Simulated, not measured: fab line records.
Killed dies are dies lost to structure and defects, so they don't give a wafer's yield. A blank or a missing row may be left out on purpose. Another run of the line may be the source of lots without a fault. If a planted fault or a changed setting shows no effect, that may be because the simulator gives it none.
Which tool did it?    flow nandHarc    33 wafers from 11 lots sampled at 3 of the route's 1159 steps

## WHAT THE GAUGES SHOWED, per wafer
NHARC_A_CHANNEL_HOLE_D1_CD_MEAS_10: target cd 100 nm.
lot   measured      on        cdNm (nm)
L593  day 8 10:51   cdSem-02  100.2 100.2 99.8
L595  day 8 19:10   cdSem-03  100.4 100.4 100.3
L599  day 9 19:22   cdSem-02  99.5 99.6 99.8
L598  day 9 19:26   cdSem-01  100.1 99.6 99.7
L601  day 10 14:50  cdSem-03  100.2 99.8 99.9
L600  day 10 16:03  cdSem-01  100.4 100.1 100.9
L605  day 11 06:19  cdSem-01  100.0 100.1 100.4
L604  day 11 13:58  cdSem-03  104.7 103.9 104.8
L608  day 12 07:27  cdSem-02  102.5 102.4 103.0
L612  day 13 06:40  cdSem-02  100.1 99.8 101.5
L615  day 14 07:17  cdSem-02  99.7 100.7 101.0

## TOOL THAT RAN EACH LOT (tool first, then ch and the chambers of the sampled wafers, then the start)
lot   NHARC_A_ONON_D1_DEP_33           NHARC_A_CHANNEL_HOLE_D1_PEB_08
L593  pecvd-02 ch 1,2, day 8 03:46     lithoTrack-01 ch 0, day 8 10:46
L595  pecvd-02 ch 0,2, day 8 15:50     lithoTrack-06 ch 0, day 8 19:05
L599  pecvd-03 ch 0,2, day 9 16:07     lithoTrack-06 ch 0, day 9 19:17
L598  pecvd-02 ch 0,1, day 9 16:13     lithoTrack-01 ch 0, day 9 19:21
L601  pecvd-03 ch 1,2, day 10 11:31    lithoTrack-06 ch 0, day 10 14:46
L600  pecvd-03 ch 1,2, day 10 11:47    lithoTrack-01 ch 0, day 10 15:58
L605  pecvd-03 ch 0,2, day 11 00:20    lithoTrack-06 ch 0, day 11 06:13
L604  pecvd-03 ch 1,2, day 11 10:27    lithoTrack-06 ch 0, day 11 13:53
L608  pecvd-03 ch 0,1,2, day 12 04:13  lithoTrack-06 ch 0, day 12 07:22
L612  pecvd-03 ch 0,1, day 13 03:29    lithoTrack-04 ch 0, day 13 06:35
L615  pecvd-01 ch 1,2, day 14 01:37    lithoTrack-01 ch 0, day 14 07:12
- NHARC_A_ONON_D1_DEP_33: deposits SiO2, target thk 200 nm.
- NHARC_A_CHANNEL_HOLE_D1_PEB_08: peb time 65 s.

## THE ANSWER, worked out from the rows above alone
Rule: what is usual is taken from the lots themselves. The widest of any qualifying gaps counts: lots, ordered by their means at a reading, are off when they make up no more than a third of the lots, leave a main group of 4 or more, and stand apart from it by 3 or more times the standard deviation of that group's means. A main group is skipped when, at the precision printed for the reading in the tables above, its means are all equal. Also off: a lot with no number at a reading for which 4 or more lots have one. Any other lot the step has rows for is counted as sound.
Off: L604, L608 (NHARC_A_CHANNEL_HOLE_D1_CD_MEAS_10, cdNm). For the main group the mean is 100.2 nm and the standard deviation 0.29.
A tool fits if, at a process step before that reading, it ran every lot that is off, and no sound lot after the first of them. The gauges at NHARC_A_CHANNEL_HOLE_D1_CD_MEAS_10 are tried like those tools. One fits: NHARC_A_CHANNEL_HOLE_D1_PEB_08 on lithoTrack-06. A fault onset in the window from L605 (day 11 06:13, its last sound lot) to L604 (day 11 13:53, its first lot off) fits.

## WHAT THE SIMULATOR PUT IN
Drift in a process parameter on lithoTrack-06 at NHARC_A_CHANNEL_HOLE_D1_PEB_08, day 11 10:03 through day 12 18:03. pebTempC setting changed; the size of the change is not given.
Struck lots among those shown: L604, L608. The same result came from the rule above.
